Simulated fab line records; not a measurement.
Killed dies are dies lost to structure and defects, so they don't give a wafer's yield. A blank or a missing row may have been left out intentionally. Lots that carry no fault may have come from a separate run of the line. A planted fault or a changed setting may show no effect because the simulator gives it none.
Matching of chambers / flow n5Finfet / 4 sister chambers for N5_BEOL_M10_ETCH_65 on rieDiel-04
The step etches SiARC in CF4, target depth 39 nm, time 65 s. 4 wafers are shown with their chamber, then 8 later ones without.

== WAFERS WITH THEIR CHAMBER ==
wafer=L084.1; chamber=0; showerheadPlenumPTorr (Torr)=2.26
wafer=L089.1; chamber=1; showerheadPlenumPTorr (Torr)=2.09
wafer=L089.4; chamber=3; showerheadPlenumPTorr (Torr)=2.17
wafer=L091.2; chamber=2; showerheadPlenumPTorr (Torr)=2.26

== WAFERS WHOSE CHAMBER IS MISSING ==
wafer=L091.3; showerheadPlenumPTorr (Torr)=2.08
wafer=L091.6; showerheadPlenumPTorr (Torr)=2.26
wafer=L096.1; showerheadPlenumPTorr (Torr)=2.25
wafer=L096.3; showerheadPlenumPTorr (Torr)=2.16
wafer=L096.5; showerheadPlenumPTorr (Torr)=2.08
wafer=L097.1; showerheadPlenumPTorr (Torr)=2.16
wafer=L097.3; showerheadPlenumPTorr (Torr)=2.26
wafer=L097.5; showerheadPlenumPTorr (Torr)=2.25

== EACH ONE'S CHAMBER ==
wafer=L091.3; from the rows above=1; in truth=1
wafer=L091.6; from the rows above=can't be placed: 0 or 2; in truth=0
wafer=L096.1; from the rows above=can't be placed: 0 or 2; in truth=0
wafer=L096.3; from the rows above=3; in truth=3
wafer=L096.5; from the rows above=1; in truth=1
wafer=L097.1; from the rows above=3; in truth=3
wafer=L097.3; from the rows above=can't be placed: 0 or 2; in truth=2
wafer=L097.5; from the rows above=can't be placed: 0 or 2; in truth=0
4 of 8 placed correctly. Can't be placed from these rows: 4 (the true chamber is among the candidates in 4). Placed wrongly: 0.
How it was worked out, from the rows above alone: a wafer's distance from a chamber is the root of the sum, over the readings, of the square of ((its reading less the chamber's mean) divided by the reading's scatter). If the next closest chamber is less than 2 further off than the closest, the wafer can't be placed; otherwise it belongs to the closest. A chamber's mean is the mean of its shown wafers. The scatter (one wafer shown for each chamber): square how far every hidden wafer sits from the nearest shown wafer, average those squares and take the square root.
